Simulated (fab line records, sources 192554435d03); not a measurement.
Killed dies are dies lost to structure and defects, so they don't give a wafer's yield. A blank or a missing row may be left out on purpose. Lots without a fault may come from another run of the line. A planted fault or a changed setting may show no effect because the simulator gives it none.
fab line records | flow n5_finfet
record lots=7 wafers=18 last_day=17
route steps=1938 shown BEOL_M6@1218
lots that met no fault: from a run of the same line without faults
start_h: hours from the record's first day to the start of the lot's first wafer shown | wait_h: hours since the lot's step before | " the same as in the row above | L1.1+2: a row that stands for several wafers | - no value, or no start given | * or withheld: withheld | < > ~ a bound
route shown NAME@n: a module of which the file shows steps, and the number in the route of the first | usual: mean/standard deviation of fault-free wafers | same: alike in all rows | chamber/n: place in a boat | sites: the reading at each site | _std_site: their standard deviation | _edge_site: outer sites' mean less inner sites' | radius_mm: how far each site lies from the wafer's centre | mask NAME#n: copy n | behind: the tool/chamber that last shaped the wafer | hold: why the lot was held/for how many hours/how that ended | device: the transistor (n, p or np) that didn't switch | end of line: the same wafers' tests at the end of the route | a step without rows: its recipe alone | killed: dies lost to structure and defects at the first sort, not the wafer's yield | map: a wafer's dies, x killed, . not, _ none there
set.NAME: the setting as run; set.NAME@STEP: as run at that earlier step | model.NAME: the simulator's own value behind a step, which no gauge read
lots at some steps of the route; a table a step, a row a wafer
services: from which hour (start_h, from the record's first day; less than 0 if before it) a tool's chamber was out of use, for how many hours, and why
## steps
# step N5_BEOL_M6_COAT_63
# recipe resist=SOC temp_c=250 time_s=60 spin_rpm=1500 resist_thk_nm=60
# step N5_BEOL_M6_COAT_64
# recipe resist=SiARC temp_c=220 time_s=60 spin_rpm=1500 resist_thk_nm=12
# step N5_BEOL_M6_COAT_71
# recipe resist=underlayer temp_c=205 time_s=60 spin_rpm=1500 resist_thk_nm=5
# step N5_BEOL_M6_COAT_22
# recipe resist=CAR-EUV spin_rpm=1500 resist_thk_nm=30
# step N5_BEOL_M6_EBR_24
# recipe solvent=PGMEA ebr_width_mm=1.5
# step N5_BEOL_M6_SOFTBAKE_23
# recipe temp_c=110 time_s=60 resist=CAR-EUV
# step N5_BEOL_M6_EXPOSE_25
# recipe mask_id=V5 na=0.33 source_shape=annular sigma_inner=0.4 sigma_outer=0.8 polarization=unpolarized target_cd_nm=40 dose_mj=45
# step N5_BEOL_M6_PEB_26
# recipe peb_temp_c=100 peb_time_s=60 resist=CAR-EUV
# step N5_BEOL_M6_DEVELOP_27
# recipe develop_time_s=30 developer=TMAH resist=CAR-EUV rinse_liquid=surfactant_rinse dry=air_spin dev_temp_c=23
# step N5_BEOL_M6_CD_MEAS_28
# recipe target_cd_nm=40 landing_energy_ev=500 detector=se_inlens
# usual cd_nm=39.99/0.23
# columns lot.wafer tool chamber start_h wait_h cd_nm
L325.1 cd_sem-01 0 220.64 - 39.96
L325.4 " 0 " " 40.21
L325.6 " 0 " " 39.83
L326.1 cd_sem-03 0 228.67 - 39.81
L326.4 " 0 " " 39.55
L332.1 cd_sem-01 0 248.27 - 40.06
L332.2 " 0 " " 39.78
L334.1 cd_sem-02 0 254.57 - 40.07
L334.2 " 0 " " 39.72
L341.2 cd_sem-02 0 299.56 - 39.94
L341.3 " 0 " " 40.10
L341.5 " 0 " " 39.96
L340.1 cd_sem-02 0 299.95 - 40.11
L340.3 " 0 " " 40.11
L340.6 " 0 " " 39.37
L343.1 cd_sem-03 0 304.49 - 40.09
L343.4 " 0 " " 39.72
L343.5 " 0 " " 39.81
# step N5_BEOL_M6_OVL_MEAS_29
# recipe points_per_wafer=522
# usual V5_OVL=-0.7/0.66
# columns lot.wafer tool chamber start_h wait_h V5_OVL[nm]
L325.1 overlay-01 0 220.67 0.0 -1.7
L325.4 " 0 " " -0.9
L325.6 " 0 " " -0.4
L326.1 overlay-01 0 228.70 0.0 -2.3
L326.4 " 0 " " 0.5
L332.1 overlay-01 0 248.30 0.0 0.0
L332.2 " 0 " " -1.6
L334.1 overlay-02 0 254.60 0.0 0.8
L334.2 " 0 " " -0.1
L341.2 overlay-01 0 299.60 0.0 -0.4
L341.3 " 0 " " -1.0
L341.5 " 0 " " -0.6
L340.1 overlay-02 0 299.98 0.0 -1.1
L340.3 " 0 " " -0.9
L340.6 " 0 " " -0.4
L343.1 overlay-02 0 304.52 0.0 -1.2
L343.4 " 0 " " -0.5
L343.5 " 0 " " -2.0
# step N5_BEOL_M6_INSPECT_30
# recipe mode=adi inspect_instrument=brightfield
# usual raw_defect_count=415/91
# columns lot.wafer tool chamber start_h wait_h raw_defect_count
L325.1 defect_inspect-02 - 220.73 0.1 358
L325.4 " - " " 480
L325.6 " - " " 442
L326.1 defect_inspect-02 - 228.76 0.1 335
L326.4 " - " " 256
L332.1 defect_inspect-01 - 248.36 0.1 272
L332.2 " - " " 276
L334.1 defect_inspect-01 - 254.66 0.1 398
L334.2 " - " " 364
L341.2 defect_inspect-01 - 299.65 0.0 455
L341.3 " - " " 416
L341.5 " - " " 618
L340.1 defect_inspect-01 - 300.04 0.1 309
L340.3 " - " " 359
L340.6 " - " " 346
L343.1 defect_inspect-01 - 304.58 0.1 409
L343.4 " - " " 384
L343.5 " - " " 467
# step N5_BEOL_M6_DESCUM_33
# recipe chemistry=O2 time_s=7 source_power_w=50 bias_power_w=20 pressure_mtorr=20 rf_frequency_hz=2.712e+07 temp_c=40 resist=CAR-EUV o2_flow_sccm=225
# usual drypump_motor_current_A=5.6/0.56 oes_product_au=0.80/0.086 rf_vpp_V=243.1/1.3 showerhead_plenum_p_Torr=2.10/0.069 throttle_valve_pct=20.36/0.18
# columns lot.wafer tool chamber start_h wait_h drypump_motor_current_A oes_product_au rf_hours_counter_h rf_vpp_V showerhead_plenum_p_Torr throttle_valve_pct model.CAR-EUV_of_BEOL_M6_COAT_22.thk_nm
L325.1 rie_diel-05 2 220.76 0.0 6.5 0.86 41 246.1 2.21 20.27 26.2
L325.4 " 3 " " 5.7 0.89 - 242.5 2.05 20.62 26.2
L325.6 " 0 " " 5.4 0.78 - 241.6 2.02 20.30 26.2
L326.1 rie_diel-05 3 228.97 0.2 5.7 0.89 27 244.1 2.05 20.61 26.6
L326.4 " 2 " " 6.5 0.87 - 244.0 2.21 20.28 26.2
L332.1 rie_diel-05 2 248.44 0.1 6.4 0.85 53 245.4 2.21 20.28 26.6
L332.2 " 1 " " 5.4 0.98 3 241.8 2.09 20.33 26
L334.1 rie_diel-05 1 254.69 0.0 5.4 0.97 6 242.6 2.09 20.33 26.6
L334.2 " 3 " " 5.8 0.86 36 242.6 2.05 20.64 26.2
L341.2 rie_diel-02 2 299.69 0.0 4.7 0.74 165 244.7 2.18 20.17 26.2
L341.3 " 0 " " 5.5 0.74 175 243.0 2.06 20.17 26.2
L341.5 " 1 " " 5.3 0.71 - 243.0 2.08 20.39 26.2
L340.1 rie_diel-06 2 300.08 0.0 6.4 0.85 75 244.6 2.23 20.47 26
L340.3 " 3 " " 5.7 0.89 42 243.0 2.07 20.20 26.2
L340.6 " 0 " " 4.9 0.82 - 242.0 2.03 20.33 26.2
L343.1 rie_diel-06 3 304.62 0.0 5.6 0.88 43 242.0 2.07 20.20 26.2
L343.4 " 2 " " 6.4 0.85 77 246.2 2.23 20.47 26
L343.5 " 2 " " 6.4 0.85 - 245.5 2.23 20.48 26
# step N5_BEOL_M6_ETCH_72
# recipe chemistry=N2/H2 target=underlayer target_depth_a=65 mask_material=CAR-EUV time_s=5.2 ion_energy_ev=200 pressure_mtorr=30 source_w=840 bias_w=150 n2_flow_sccm=200 h2_flow_sccm=200 ends=cleared
# usual bias_w=150.0/0.45 drypump_motor_current_A=5.6/0.56 etch_rf_on_time_s=5.23/0.17 h2_flow_sccm=200.1/0.55 oes_product_au=0.68/0.07 rf_vpp_V=524.0/2.6 showerhead_plenum_p_Torr=2.55/0.075 throttle_valve_pct=17.75/0.24
# columns lot.wafer tool chamber start_h wait_h bias_w drypump_motor_current_A etch_rf_on_time_s h2_flow_sccm oes_product_au rf_hours_counter_h rf_vpp_V showerhead_plenum_p_Torr throttle_valve_pct
L325.1 rie_diel-05 2 220.80 0.0 149.8 6.4 5.46 201.0 0.72 41 527.7 2.69 17.75
L325.4 " 3 " " 150.1 5.7 5.30 200.0 0.77 - 524.0 2.49 18.02
L325.6 " 0 " " 150.4 5.4 5.33 199.8 0.66 - 522.0 2.47 17.93
L326.1 rie_diel-05 3 229.00 0.0 149.2 5.7 5.34 199.6 0.76 27 520.8 2.49 18.03
L326.4 " 2 " " 150.4 6.5 5.50 200.2 0.71 - 528.6 2.69 17.73
L332.1 rie_diel-05 2 248.48 0.0 150.1 6.5 5.42 200.2 0.71 53 528.1 2.69 17.75
L332.2 " 1 " " 150.4 5.4 5.00 201.3 0.85 3 521.2 2.49 17.49
L334.1 rie_diel-05 1 254.73 0.0 149.9 5.5 4.98 199.7 0.84 6 524.1 2.49 17.52
L334.2 " 3 " " 150.1 5.8 5.42 199.9 0.74 36 522.4 2.49 18.07
L341.2 rie_diel-02 2 299.72 0.0 149.9 4.7 5.42 200.3 0.63 165 527.1 2.62 17.40
L341.3 " 0 " " 150.4 5.5 5.01 200.7 0.64 175 525.2 2.55 17.89
L341.5 " 1 " " 150.6 5.3 5.23 200.3 0.61 - 522.5 2.51 17.79
L340.1 rie_diel-06 2 300.11 0.0 150.0 6.4 5.00 200.0 0.72 75 526.6 2.68 17.61
L340.3 " 3 " " 150.1 5.7 5.26 199.8 0.74 42 520.1 2.45 17.23
L340.6 " 0 " " 150.3 4.8 5.14 201.7 0.69 - 520.4 2.48 18.05
L343.1 rie_diel-06 3 304.65 0.0 150.5 5.7 5.21 200.5 0.75 43 522.8 2.45 17.23
L343.4 " 2 " " 149.4 6.4 4.98 199.6 0.72 77 528.4 2.68 17.60
L343.5 " 2 " " 150.2 6.4 4.96 199.4 0.72 - 526.3 2.68 17.62
## services
# columns tool chamber start_h hours kind
rie_diel-05 - 198.73 14.6 pm
rie_diel-06 1 206.72 - clean
rie_diel-06 1 206.72 - consumable_replace:focus_ring
rie_diel-06 1 206.72 22.6 scheduled_down
rie_diel-06 1 206.72 22.6 vent_cycle
rie_diel-05 1 216.85 - clean
rie_diel-05 1 216.85 - consumable_replace:focus_ring
rie_diel-05 0 231.06 1.6 repair
rie_diel-06 - 236.71 0.9 repair
rie_diel-06 0 252.51 12.0 repair
rie_diel-02 3 262.99 5.7 repair
rie_diel-02 - 271.93 0.3 repair
rie_diel-05 0 291.72 5.4 repair
rie_diel-02 3 294.43 - clean
rie_diel-02 3 294.43 - consumable_replace:esc
rie_diel-02 3 294.43 - consumable_replace:focus_ring
rie_diel-02 3 294.43 26.6 scheduled_down
rie_diel-02 3 294.43 26.6 vent_cycle
rie_diel-06 0 295.00 3.9 repair
## key
first_sign none at tools or gauges
model_effect step=N5_BEOL_M6_DESCUM_33 value=CAR-EUV_of_BEOL_M6_COAT_22.thk_nm without=26.2 struck=26.6
met_at N5_BEOL_M6_DESCUM_33
struck_wafers L326.1,L332.1,L334.1
baseline_loss step=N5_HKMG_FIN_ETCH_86 wafers=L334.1
onset_between 220.76 228.97
fault kind=process_parameter_drift tool=rie_diel-05 chamber=- onset_h=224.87 steps=N5_BEOL_M6_DESCUM_33 channel=time_s offset=* shape=step end_h=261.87 scope=struck_wafers_only acts_in=* stated=*
# baseline_loss: these wafers lose ten dies or more at that step, a loss of the line's own and not of a fault; the sort's usual values leave them out
